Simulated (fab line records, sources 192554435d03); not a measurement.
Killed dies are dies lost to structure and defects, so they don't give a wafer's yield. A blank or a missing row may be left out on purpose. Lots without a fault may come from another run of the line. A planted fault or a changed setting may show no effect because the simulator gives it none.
Which tool did it? | flow n5_finfet | 14 lots, 42 wafers sampled, at 6 steps of a route of 1938

WHAT THE GAUGES READ, wafer by wafer
N5_GATE_CUT_CD_MEAS_13: target cd 20 nm. Usual: cd_nm 20.08 nm, standard deviation 0.28.
lot  | measured     | on        | cd_nm (nm)        | flag
L726 | day 4 12:23  | cd_sem-03 | 20.28 19.65 19.64 |
L727 | day 4 18:02  | cd_sem-02 | 20.38 19.77 20.14 |
L728 | day 5 00:17  | cd_sem-01 | 20.16 19.93 19.89 |
L729 | day 5 08:23  | cd_sem-01 | 20.25 19.68 20.06 |
L730 | day 5 11:42  | cd_sem-03 | 19.70 20.47 19.93 |
L731 | day 5 22:45  | cd_sem-02 | 19.86 19.86 20.21 |
L733 | day 6 08:23  | cd_sem-03 | 19.97 19.75 20.17 |
L734 | day 6 13:47  | cd_sem-03 | 20.67 20.41 20.56 |
L737 | day 7 05:09  | cd_sem-01 | 19.82 19.90 20.37 |
L738 | day 7 12:26  | cd_sem-01 | 20.01 20.18 19.63 |
L744 | day 9 11:23  | cd_sem-02 | 18.67 18.49 18.86 | OFF
L746 | day 9 12:22  | cd_sem-02 | 20.22 19.75 20.31 |
L747 | day 9 20:11  | cd_sem-01 | 19.24 19.16 18.89 | OFF
L748 | day 10 01:13 | cd_sem-01 | 19.99 20.28 20.17 |

N5_BEOL_M4_RC_MEAS_101. Usual: DIBL_N 36.0 mV/V, standard deviation 2; DIBL_P 36.2 mV/V, standard deviation 2.2; IOFF_N 0.16 nA/um, standard deviation 0.034; IOFF_P 0.21 nA/um, standard deviation 0.04; ION_N 675 uA/um, standard deviation 12; ION_P 463 uA/um, standard deviation 7.2; SS_N 71.6 mV/dec, standard deviation 0.6; SS_P 73.3 mV/dec, standard deviation 0.67; VT_N 250 mV, standard deviation 3; VT_P -251 mV, standard deviation 3.4.
lot  | measured     | on        | DIBL_N (mV/V)  | DIBL_P (mV/V)  | IOFF_N (nA/um) | IOFF_P (nA/um) | ION_N (uA/um) | ION_P (uA/um) | SS_N (mV/dec)  | SS_P (mV/dec)  | VT_N (mV)   | VT_P (mV)      | flag
L726 | day 8 01:43  | prober-02 | 37.7 35.6 35.6 | 36.6 34.6 34.4 | 0.17 0.12 0.14 | 0.21 0.18 0.18 | 670 662 650   | 452 457 451   | 72.3 72.2 71.8 | 74.3 73.1 73.6 | 251 253 250 | -252 -255 -256 |
L727 | day 8 10:36  | prober-01 | 38.6 37.0 36.2 | 39.1 37.7 36.8 | 0.22 0.19 0.18 | 0.26 0.24 0.22 | 692 684 683   | 468 467 464   | 71.6 71.2 71.8 | 73.7 73.8 73.9 | 248 246 245 | -250 -248 -250 |
L728 | day 8 20:47  | prober-02 | 33.9 35.8 33.0 | 35.7 37.6 34.6 | 0.13 0.15 0.11 | 0.18 0.19 0.16 | 667 680 648   | 460 460 445   | 71.1 71.4 71.1 | 73.1 73.6 72.9 | 251 248 255 | -252 -253 -255 |
L729 | day 9 01:07  | prober-02 | 36.7 34.7 35.8 | 38.3 36.3 37.5 | 0.18 0.15 0.16 | 0.23 0.20 0.21 | 680 669 669   | 465 461 460   | 71.9 71.4 71.4 | 72.7 72.7 72.5 | 249 251 248 | -249 -252 -252 |
L730 | day 9 06:21  | prober-02 | 35.2 36.7 34.6 | 35.2 36.1 35.2 | 0.14 0.16 0.13 | 0.18 0.18 0.17 | 681 673 665   | 460 455 461   | 71.1 71.7 70.6 | 73.5 72.3 72.1 | 251 251 250 | -251 -254 -252 |
L731 | day 9 23:21  | prober-02 | 34.2 31.3 34.5 | 32.2 29.9 33.6 | 0.12 0.10 0.13 | 0.14 0.12 0.16 | 656 651 661   | 450 447 454   | 71.6 70.8 70.8 | 72.6 72.2 72.6 | 253 254 250 | -257 -256 -257 |
L733 | day 10 01:41 | prober-01 | 38.6 36.6 37.7 | 39.9 37.6 38.0 | 0.24 0.20 0.22 | 0.29 0.25 0.26 | 697 680 693   | 474 462 470   | 72.4 71.6 72.3 | 74.3 73.6 73.6 | 242 245 245 | -245 -248 -248 |
L734 | day 10 05:44 | prober-01 | 36.0 38.7 37.0 | 34.2 37.7 36.6 | 0.13 0.18 0.14 | 0.16 0.20 0.19 | 669 673 679   | 453 453 460   | 71.8 72.5 72.0 | 73.8 73.7 73.5 | 254 253 252 | -255 -253 -254 |
L737 | day 11 02:45 | prober-01 | 40.9 40.6 39.4 | 40.8 40.0 38.3 | 0.20 0.20 0.18 | 0.26 0.25 0.22 | 700 687 697   | 469 466 470   | 71.1 71.7 71.0 | 75.2 74.1 74.0 | 247 247 249 | -249 -249 -250 |
L738 | day 11 05:12 | prober-01 | 37.9 37.9 35.4 | 39.9 39.9 36.6 | 0.20 0.20 0.16 | 0.28 0.29 0.24 | 682 694 678   | 468 481 470   | 72.1 72.4 71.5 | 74.6 73.7 73.3 | 244 245 248 | -246 -246 -248 |
L744 | day 14 00:33 | prober-01 | 33.4 39.1 38.7 | 32.6 40.0 39.9 | 0.12 0.22 0.21 | 0.18 0.32 0.30 | 668 695 685   | 465 480 468   | 70.8 72.0 72.5 | 72.4 74.7 74.8 | 254 245 247 | -252 -243 -247 |
L746 | day 13 21:14 | prober-02 | 38.0 38.9 38.2 | 38.2 39.1 38.4 | 0.18 0.20 0.18 | 0.23 0.27 0.23 | 675 683 682   | 462 470 469   | 71.4 72.0 72.5 | 74.1 74.2 74.7 | 250 248 248 | -248 -247 -247 |
L747 | day 14 02:49 | prober-02 | 36.8 38.6 34.2 | 36.9 37.4 32.8 | 0.16 0.20 0.13 | 0.20 0.21 0.16 | 672 692 664   | 463 465 452   | 71.1 71.9 71.2 | 73.5 73.9 71.9 | 249 247 252 | -253 -251 -254 |
L748 | day 13 23:46 | prober-01 | 39.8 35.9 35.3 | 39.3 36.6 35.1 | 0.24 0.17 0.15 | 0.29 0.23 0.21 | 696 690 669   | 470 464 467   | 72.4 71.0 71.4 | 74.2 72.5 72.7 | 243 247 251 | -246 -247 -252 |

WHICH TOOL RAN EACH LOT (tool, then ch and the chambers of the sampled wafers, then the start)
lot  | N5_HKMG_FIN_ALD_72           | N5_GATE_CUT_ETCHBACK_00          | N5_GATE_CUT_EXPOSE_10             | N5_GATE_CUT_ETCH_37
L726 | cvd_w-02 ch 0,1, day 4 07:46 | rie_metal-03 ch 0,1, day 4 08:43 | euv_scanner-02 ch 0, day 4 12:16  | rie_diel-05 ch 0,1, day 4 12:45
L727 | cvd_w-01 ch 0, day 4 13:00   | rie_metal-02 ch 0,1, day 4 13:55 | euv_scanner-01 ch 0, day 4 17:54  | rie_diel-06 ch 1,2,3, day 4 18:14
L728 | cvd_w-02 ch 0,1, day 4 19:17 | rie_metal-02 ch 0,1, day 4 20:14 | euv_scanner-02 ch 0, day 5 00:10  | rie_diel-05 ch 0,1, day 5 00:29
L729 | cvd_w-02 ch 0,1, day 5 03:55 | rie_metal-02 ch 0,1, day 5 04:50 | euv_scanner-02 ch 0, day 5 08:15  | rie_diel-05 ch 0,1, day 5 08:35
L730 | cvd_w-02 ch 0,1, day 5 07:04 | rie_metal-02 ch 0,1, day 5 08:00 | euv_scanner-01 ch 0, day 5 11:35  | rie_diel-05 ch 1,2, day 5 11:54
L731 | cvd_w-02 ch 0,1, day 5 17:57 | rie_metal-01 ch 0,1, day 5 18:52 | euv_scanner-02 ch 0, day 5 22:38  | rie_diel-06 ch 0,1,3, day 5 22:58
L733 | cvd_w-01 ch 0,1, day 6 03:23 | rie_metal-03 ch 1, day 6 04:19   | euv_scanner-01 ch 0, day 6 08:16  | rie_diel-06 ch 0,1,3, day 6 08:36
L734 | cvd_w-02 ch 0,1, day 6 09:09 | rie_metal-02 ch 0,1, day 6 10:05 | euv_scanner-02 ch 0, day 6 13:40  | rie_diel-05 ch 0,1,2, day 6 13:59
L737 | cvd_w-01 ch 0,1, day 7 00:31 | rie_metal-03 ch 0,1, day 7 01:26 | euv_scanner-02 ch 0, day 7 05:01  | rie_diel-03 ch 0,2,3, day 7 05:35
L738 | cvd_w-02 ch 0,1, day 7 07:55 | rie_metal-02 ch 0,1, day 7 08:49 | euv_scanner-02 ch 0, day 7 12:18  | rie_diel-03 ch 0,2,3, day 7 12:49
L744 | cvd_w-02 ch 0,1, day 9 02:00 | rie_metal-01 ch 0,1, day 9 03:05 | euv_scanner-01 ch 0, day 9 11:16  | rie_diel-05 ch 1,2, day 9 11:36
L746 | cvd_w-02 ch 0,1, day 9 07:31 | rie_metal-01 ch 0,1, day 9 08:27 | euv_scanner-02 ch 0, day 9 12:14  | rie_diel-03 ch 0,1,3, day 9 12:34
L747 | cvd_w-02 ch 0,1, day 9 15:34 | rie_metal-03 ch 0,1, day 9 16:29 | euv_scanner-01 ch 0, day 9 20:03  | rie_diel-05 ch 0,1,2, day 9 20:23
L748 | cvd_w-01 ch 0,1, day 9 20:31 | rie_metal-03 ch 0,1, day 9 21:26 | euv_scanner-02 ch 0, day 10 01:05 | rie_diel-06 ch 0,1,2, day 10 01:37
- N5_HKMG_FIN_ALD_72: deposits W, target thk 2 nm, pulse time 1 s, purge time 2 s.
- N5_GATE_CUT_ETCHBACK_00: etches W in SF6/Cl2.
- N5_GATE_CUT_EXPOSE_10: exposes mask GATE CUT, target cd 20 nm.
- N5_GATE_CUT_ETCH_37: etches SOC in N2/H2, target depth 60 nm, overetch 12 nm, time 90 s.

WHAT THE TOOLS THEMSELVES READ (means of the sampled wafers that have a number; where no wafer has one, the mark that the record gives instead)
N5_HKMG_FIN_ALD_72. Usual: heater_power_outer_w 247 W, standard deviation 16; heater_power_w 469 W, standard deviation 37; precursor_pulse_height_rel 1.001, standard deviation 0.022.
lot  | tool     | heater_power_outer_w (W) | heater_power_w (W) | precursor_pulse_height_rel | flag
L726 | cvd_w-02 | 247                      | 481                | 0.993                      |
L727 | cvd_w-01 | 226                      | 392                | 1.004                      |
L728 | cvd_w-02 | 244                      | 484                | 1.001                      |
L729 | cvd_w-02 | 243                      | 477                | 1.034                      |
L730 | cvd_w-02 | 244                      | 482                | 1.005                      |
L731 | cvd_w-02 | 245                      | 485                | 0.999                      |
L733 | cvd_w-01 | 241                      | 430                | 1.004                      |
L734 | cvd_w-02 | 243                      | 479                | 0.966                      |
L737 | cvd_w-01 | 260                      | 465                | 1.007                      |
L738 | cvd_w-02 | 241                      | 491                | 1.004                      |
L744 | cvd_w-02 | 243                      | 480                | 0.997                      |
L746 | cvd_w-02 | 243                      | 482                | 1.018                      |
L747 | cvd_w-02 | 244                      | 488                | 1.000                      |
L748 | cvd_w-01 | 261                      | 461                | 0.994                      |

N5_GATE_CUT_ETCHBACK_00. Usual: bias_w 80.01 W, standard deviation 0.22; drypump_motor_current_A 5.8 A, standard deviation 0.35; oes_product_au 0.77 a.u., standard deviation 0.12; throttle_valve_pct 27.55 %, standard deviation 0.2.
lot  | tool         | bias_w (W) | drypump_motor_current_A (A) | oes_product_au (a.u.) | throttle_valve_pct (%) | flag
L726 | rie_metal-03 | 79.99      | 5.4                         | 0.79                  | 27.63                  |
L727 | rie_metal-02 | 80.06      | 6.1                         | 0.61                  | 27.64                  |
L728 | rie_metal-02 | 79.95      | 6.0                         | 0.62                  | 27.76                  |
L729 | rie_metal-02 | 79.91      | 6.1                         | 0.61                  | 27.64                  |
L730 | rie_metal-02 | 80.08      | 6.0                         | 0.62                  | 27.78                  |
L731 | rie_metal-01 | 80.13      | 5.9                         | 0.81                  | 27.50                  |
L733 | rie_metal-03 | 80.19      | 5.4                         | 0.87                  | 27.45                  |
L734 | rie_metal-02 | 80.12      | 6.0                         | 0.61                  | 27.78                  |
L737 | rie_metal-03 | 79.96      | 5.4                         | 0.92                  | 27.50                  |
L738 | rie_metal-02 | 80.20      | 6.0                         | 0.62                  | 27.77                  |
L744 | rie_metal-01 | 79.86      | 6.2                         | 0.78                  | 27.37                  |
L746 | rie_metal-01 | 80.04      | 5.9                         | 0.78                  | 27.53                  |
L747 | rie_metal-03 | 80.02      | 5.4                         | 0.86                  | 27.48                  |
L748 | rie_metal-03 | 79.98      | 5.5                         | 0.87                  | 27.50                  |

N5_GATE_CUT_EXPOSE_10. Usual: exposure_dose_mJ_cm2 43.22, standard deviation 0.067; focus_offset_nm 0.0 nm, standard deviation 0.61.
lot  | tool           | exposure_dose_mJ_cm2 | focus_offset_nm (nm) | flag
L726 | euv_scanner-02 | 43.23                | -0.0                 |
L727 | euv_scanner-01 | 43.18                | -0.0                 |
L728 | euv_scanner-02 | 43.27                | 0.7                  |
L729 | euv_scanner-02 | 43.32                | 1.0                  |
L730 | euv_scanner-01 | 43.12                | -0.5                 |
L731 | euv_scanner-02 | 43.25                | -0.6                 |
L733 | euv_scanner-01 | 43.19                | -0.3                 |
L734 | euv_scanner-02 | 43.24                | 0.3                  |
L737 | euv_scanner-02 | 43.30                | 0.7                  |
L738 | euv_scanner-02 | 43.27                | 0.4                  |
L744 | euv_scanner-01 | 40.74                | 0.2                  | OFF
L746 | euv_scanner-02 | 43.24                | 0.4                  |
L747 | euv_scanner-01 | 41.16                | -0.3                 | OFF
L748 | euv_scanner-02 | 43.26                | -0.6                 |

N5_GATE_CUT_ETCH_37. Usual: bias_w 150.0 W, standard deviation 0.39; drypump_motor_current_A 5.80 A, standard deviation 0.27; n2_flow_sccm 200.0 sccm, standard deviation 0.61; oes_product_au 0.70 a.u., standard deviation 0.073; rf_vpp_V 524.7 V, standard deviation 2.6; showerhead_plenum_p_Torr 2.58 Torr, standard deviation 0.083; throttle_valve_pct 17.8 %, standard deviation 0.3.
lot  | tool        | bias_w (W) | drypump_motor_current_A (A) | n2_flow_sccm (sccm) | oes_product_au (a.u.) | rf_vpp_V (V) | showerhead_plenum_p_Torr (Torr) | throttle_valve_pct (%) | flag
L726 | rie_diel-05 | 150.4      | 5.73                        | 199.7               | 0.63                  | 526.8        | 2.63                            | 17.9                   |
L727 | rie_diel-06 | 149.8      | 5.71                        | 200.5               | 0.73                  | 524.1        | 2.57                            | 17.8                   |
L728 | rie_diel-05 | 150.2      | 5.81                        | 199.9               | 0.64                  | 526.2        | 2.63                            | 18.0                   |
L729 | rie_diel-05 | 150.5      | 5.82                        | 198.9               | 0.63                  | 526.3        | 2.63                            | 18.0                   |
L730 | rie_diel-05 | 149.7      | 6.02                        | 199.2               | 0.64                  | 522.2        | 2.51                            | 18.1                   |
L731 | rie_diel-06 | 150.4      | 5.80                        | 200.3               | 0.71                  | 524.6        | 2.55                            | 17.7                   |
L733 | rie_diel-06 | 150.2      | 5.78                        | 199.8               | 0.71                  | 524.2        | 2.54                            | 17.7                   |
L734 | rie_diel-05 | 149.8      | 5.87                        | 200.4               | 0.63                  | 524.4        | 2.56                            | 18.0                   |
L737 | rie_diel-03 | 150.1      | 5.59                        | 199.4               | 0.79                  | 524.9        | 2.60                            | 17.8                   |
L738 | rie_diel-03 | 149.8      | 5.57                        | 199.8               | 0.78                  | 525.9        | 2.60                            | 17.8                   |
L744 | rie_diel-05 | 150.4      | 6.00                        | 199.7               | 0.63                  | 522.1        | 2.49                            | 18.2                   |
L746 | rie_diel-03 | 149.8      | 5.81                        | 200.1               | 0.72                  | 525.1        | 2.57                            | 17.8                   |
L747 | rie_diel-05 | 150.2      | 5.85                        | 200.0               | 0.69                  | 524.5        | 2.55                            | 17.9                   |
L748 | rie_diel-06 | 150.0      | 5.80                        | 200.2               | 0.65                  | 524.4        | 2.56                            | 18.0                   |

THE ANSWER, worked out from the rows above alone
Rule: a lot is off if the mean of its wafers that have a number lies more than 3 standard deviations from the usual mean. A lot without any number at a reading at which 4 lots or more have one is off too. The other lots that the step has rows for count as sound. The gauges are gone through in route order, then the tools' own readings, and for those a lot's mean is taken as printed above. The first step at which some lot is off is used, and at that step the reading that is off furthest; a lot without a number counts as furthest.
Off: L744, L747, at N5_GATE_CUT_CD_MEAS_13 (cd_nm).
A tool fits if, at a process step before that reading, it ran every lot that is off, and no sound lot after the first of them. The gauges at N5_GATE_CUT_CD_MEAS_13 aren't tried: what is off there is off at N5_GATE_CUT_EXPOSE_10 too, on other tools, and a gauge's error can't cause that. One fits: euv_scanner-01 at N5_GATE_CUT_EXPOSE_10. Its last sound lot is L733 (day 6 08:16), its first lot that is off L744 (day 9 11:16): a fault that began between those two fits.
The tool's own readings at N5_GATE_CUT_EXPOSE_10 bear it out: on the lots that are off they differ by more than 5 times the standard deviation of the sound lots' means. exposure_dose_mJ_cm2 reads 40.95 there against 43.24 on the sound lots.

WHAT THE SIMULATOR HAD PUT IN
Process parameter drift: euv_scanner-01, from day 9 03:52 on, at N5_GATE_CUT_EXPOSE_10. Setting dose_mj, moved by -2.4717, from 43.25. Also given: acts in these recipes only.
Lots struck among those shown: L744, L747. The rule above found the same.
